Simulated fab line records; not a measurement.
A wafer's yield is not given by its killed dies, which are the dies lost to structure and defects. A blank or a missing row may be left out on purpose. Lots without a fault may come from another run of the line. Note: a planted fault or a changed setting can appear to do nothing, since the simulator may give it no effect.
Lot-split experiment	flow n5_finfet	route with 1938 steps; 7 lots, 21 wafers read

== ABOUT THE SPLIT ==
At N5_WELL_APT_COAT_02 (resist thk 950 nm), the setting spin_rpm was moved away from the recipe's 1357 rpm on 6 of the 21 wafers read, by -8.7% to +9.4%. For the rest of the wafers, this setting stayed at what the recipe calls for.

The reading comes from the split's own step.

== THE READING ==
coat_of_WELL_APT_COAT_02.thk_nm (the simulator's own value, which no gauge read), in nm, at N5_WELL_APT_COAT_02 (resist thk 950 nm). There is no usual value for it anywhere in the file. Average 951.1 nm, standard deviation 2.3 nm, over the 15 wafers here run with the recipe.

wafer	tool, chamber at the split	spin_rpm as run, rpm	against the recipe	coat_of_WELL_APT_COAT_02.thk_nm, nm	against lot-mates on the recipe
L074.1	litho_track-03, 0	1357	recipe	951.6	-
L074.2	litho_track-03, 0	1239	-8.7%	998.8	+47.2
L074.3	litho_track-03, 0	1239	-8.7%	994.6	+43.0
L083.2	litho_track-03, 0	1357	recipe	950.7	-
L083.3	litho_track-03, 0	1485	+9.4%	909.6	-40.9
L083.6	litho_track-03, 0	1357	recipe	950.3	-
L089.1	litho_track-03, 0	1357	recipe	951.8	-
L089.2	litho_track-03, 0	1357	recipe	954.9	-
L089.3	litho_track-03, 0	1305	-3.8%	970.2	+16.9
L090.3	litho_track-03, 0	1357	recipe	951.3	-
L090.4	litho_track-03, 0	1357	recipe	952.8	-
L090.5	litho_track-03, 0	1265	-6.8%	988.1	+36.1
L092.1	litho_track-03, 0	1357	recipe	947.1	-
L092.2	litho_track-03, 0	1357	recipe	946	-
L092.3	litho_track-03, 0	1357	recipe	948	-
L093.3	litho_track-01, 0	1287	-5.2%	975.9	+23.0
L093.4	litho_track-01, 0	1357	recipe	953	-
L093.5	litho_track-01, 0	1357	recipe	952.8	-
L095.4	litho_track-05, 0	1357	recipe	953.1	-
L095.5	litho_track-05, 0	1357	recipe	951.4	-
L095.6	litho_track-05, 0	1357	recipe	951.4	-

FIT RESULTS
A straight line over all 21 wafers: coat_of_WELL_APT_COAT_02.thk_nm changes by -4.95 nm for each +1% of spin_rpm; r = -0.99; the points scatter about the line by 2.7 nm.
The same after taking each lot's own level away (the mean of its wafers on the recipe; 21 wafers): -4.84 nm for each +1%; r = -0.99; scatter 1.9 nm.
On that fit, the largest move of spin_rpm shifts the reading by 46 nm.
From 947.03 to 953.35 nm: that is the span of the lots' own levels, equal to 2.7 times the standard deviation above.
Consequently the slope shifts little with the lot-to-lot level, the two slopes agreeing.
Check: for one of the wafers moved furthest among these (+9.4%), held out of the fit, the line's prediction against its lot-mates is -48.3 nm. Against them it came out at -40.9 nm.

== FILE'S OWN FIT ==
coat_of_WELL_APT_COAT_02.thk_nm changes by -4.78 nm for each +1% of spin_rpm, r = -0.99.
